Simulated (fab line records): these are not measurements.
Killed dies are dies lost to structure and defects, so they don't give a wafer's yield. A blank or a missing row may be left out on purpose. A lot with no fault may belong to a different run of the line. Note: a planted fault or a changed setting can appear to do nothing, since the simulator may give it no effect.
Comparing a struck lot with a sound one / flow n5 finfet / 39 out of 1938 route steps
Sound: the wafers L469.2, L469.3, L469.4. Wafers L465.1, L465.3, L465.4 were the ones struck. At the end, the cause is stated.
At each step with rows: each side's tool, then ch and its chambers, then its first start. Under that, the readings that differ: sound wafers / struck wafers / difference of the means / sigmas: that difference in standard deviations of wafers without a fault.
alike: readings whose means differ by less than 2 such deviations, and words and numbers that are the same on both sides. not compared: withheld readings, readings that some wafer has no value for, bounds like >300 that may hide the same value, and numbers for which the record gives no deviation and whose values overlap.
The two part at a step that has a row with sigmas, a row that says differs or no value, or rows on one side only. Non-overlapping numbers with no deviation appear without sigmas and do not part them. A reading missing from all wafers of one side parts the sides only when that side holds two or more wafers.

first, 11 steps without rows for these wafers: N5_GATE_CUT_CUT_ETCH_55 (etches HfO2 in BCl3, target depth 3.2 nm); N5_GATE_CUT_ETCH_47 (etches SiO2 in Cl2/BCl3, target depth 10 nm); N5_GATE_CUT_VAPOR_ETCH_48 (etches TiN in BCl3/Cl2); N5_GATE_CUT_VAPOR_ETCH_49 (etches TiAlC in BCl3/Cl2); N5_GATE_CUT_VAPOR_ETCH_51 (etches HfO2 in BCl3/Cl2); N5_GATE_CUT_STRIP_21 (strips in N2/H2, time 30 s); N5_GATE_CUT_STRIP_29 (strips in post etch residue remover, time 60 s); N5_GATE_CUT_SRD_52 (time 30 s); N5_GATE_CUT_ALD_22 (deposits SiNx, target thk 16 nm, pulse time 1 s, ald cycles 320); N5_GATE_CUT_CMP_23 (polishes, stops on SiO2, t overpolish 23.4 s, target thk 16 nm); N5_GATE_CUT_CMP_43 (polishes SiO2).
N5_GATE_CUT_CMP_61: polishes, stops on SiNx, t overpolish 3 s.
  sound on cmp-01 ch 0,1,2, day 10 12:46; struck on cmp-04 ch 0,2,3, day 9 10:27
  no value came back on the struck wafers for edge zone pressure frac, head pressure psi (psi), motor current A (A), slurry flow ml min; on the sound wafers edge zone pressure frac reads 1.004 0.999 1.002
reading=model.SiO2_of_GATE_CUT_HM_DEP_46.thk nm (nm); sound=0 0 0; struck=5 5 5; difference=+5; sigmas=
  not compared: model.SiNx_of_GATE_CUT_SAC_CAP_01.thk nm
then, 23 steps without rows for these wafers: N5_MOL_CONTACT_COAG_COAT_103 (time 60 s, resist thk 80 nm); N5_MOL_CONTACT_COAG_COAT_104 (time 60 s, resist thk 12 nm); N5_MOL_CONTACT_COAG_COAT_58 (time 60 s, resist thk 10 nm); N5_MOL_CONTACT_COAG_COAT_02 (resist thk 30 nm); N5_MOL_CONTACT_COAG_EBR_04; N5_MOL_CONTACT_COAG_SOFTBAKE_03 (time 60 s); N5_MOL_CONTACT_COAG_EXPOSE_05 (exposes mask CA, defocus 0 nm); N5_MOL_CONTACT_COAG_PEB_06 (peb time 60 s); N5_MOL_CONTACT_COAG_DEVELOP_07 (develop time 30 s); N5_MOL_CONTACT_COAG_DESCUM_13 (chemistry O2, time 7 s); N5_MOL_CONTACT_COAG_ETCH_59 (etches underlayer in N2/H2, target depth 13 nm, time 10.4 s); N5_MOL_CONTACT_COAG_ETCH_105 (etches SiARC in CF4, target depth 15.6 nm, time 26 s); N5_MOL_CONTACT_COAG_ETCH_106 (etches SOC in N2/H2, target depth 80 nm, overetch 16 nm, time 120 s); N5_MOL_CONTACT_COAG_STRIP_107 (strips in N2/H2); N5_MOL_CONTACT_COAG_STRIP_108 (strips in N2/H2); N5_MOL_CONTACT_COAG_CONTACT_ETCH_14 (etches SiO2 in C4F6/O2, target depth 27.5 nm, overetch 8.5 nm, time 20 s); N5_MOL_CONTACT_COAG_STRIP_109 (strips in C4F6/O2); N5_MOL_CONTACT_COAG_ETCH_15 (etches SiNx in CH3F/O2, stops on Si:P, target depth 7 nm); N5_MOL_CONTACT_COAG_ETCH_110 (etches Si in CF4/O2, target depth 2.5 nm, time 8 s); N5_MOL_CONTACT_COAG_STRIP_98 (strips in N2/H2); N5_MOL_CONTACT_COAG_IMPLANT_129; N5_MOL_CONTACT_COAG_PRECLEAN_111 (cleans in NF3:NH3, afs cycles 1, time 20 s, sublimation time 60 s); N5_MOL_CONTACT_COAG_TI_SIL_19 (material Ti, target thk 4.2 nm, time 15 s).
N5_MOL_CONTACT_COAG_CMP_28: polishes, stops on SiNx, t overpolish 0.85 s, target thk 14.522 nm.
  sound on cmp-01 ch 0,2,3, day 10 19:44; struck on cmp-01 ch 0,1,3, day 9 19:34
  alike: edge zone pressure frac, head pressure psi, motor current A, slurry flow ml min, time to endpoint s
  not compared: model.SiNx_of_GATE_CUT_SAC_CAP_01.thk nm
N5_MOL_CONTACT_COAG_THK_MEAS_29:
  struck on film metro-02, day 9 19:51; sound on film metro-02, day 10 20:02
reading=MD_CAP_THK (nm); sound=18.03 18.01 17.99; struck=18.29 18.08 18.36; difference=+0.23; sigmas=+2
N5_MOL_CONTACT_COAG_ETCH_47: etches SiNx in CH3F/O2, stops on W, target depth 27 nm.
  sound on rie diel-02 ch 1,2,3, day 10 21:44; struck on rie diel-05 ch 0,1,2, day 9 21:56
reading=model.etch.depth nm (nm); sound=18.07 18.01 18; struck=18.28 18.08 18.3; difference=+0.19; sigmas=
reading=model.MOL_CONTACT_COAG.feature depth nm (nm); sound=18.6 18.6 18.6; struck=18.8 18.8 19; difference=+0.3; sigmas=
  alike: O2_flow_sccm, drypump motor current A, etch rf on time s, oes product au, rf vpp V, showerhead plenum p Torr, throttle valve pct
  not compared: rf hours counter h
-- a jump in the record: the struck wafers' starts before and after are 4 days apart (it breaks off in module MOL_CONTACT_COAG and resumes in module BEOL_M4, where the first step shown is number 1111 of the route) --
N5_BEOL_M4_RC_MEAS_101:
  sound on prober-01 ch 0, day 14 14:32; struck on prober-02 ch 0, day 13 20:13
reading=IOFF_N (nA/um); sound=0.23 0.23 0.23; struck=0.17 0.17 0.14; difference=-0.07; sigmas=-2
reading=IOFF_P (nA/um); sound=0.26 0.26 0.26; struck=0.20 0.19 0.17; difference=-0.07; sigmas=-2
reading=VT_P (mV); sound=-247 -247 -245; struck=-252 -252 -256; difference=-7; sigmas=-2
  alike: DIBL_N, DIBL_P, ION_N, ION_P, SS_N, SS_P, VT_N

## WHERE THEY PART
First at N5_GATE_CUT_CMP_61; last, within this record, at N5_BEOL_M4_RC_MEAS_101.

WHY: whatever the simulator had introduced
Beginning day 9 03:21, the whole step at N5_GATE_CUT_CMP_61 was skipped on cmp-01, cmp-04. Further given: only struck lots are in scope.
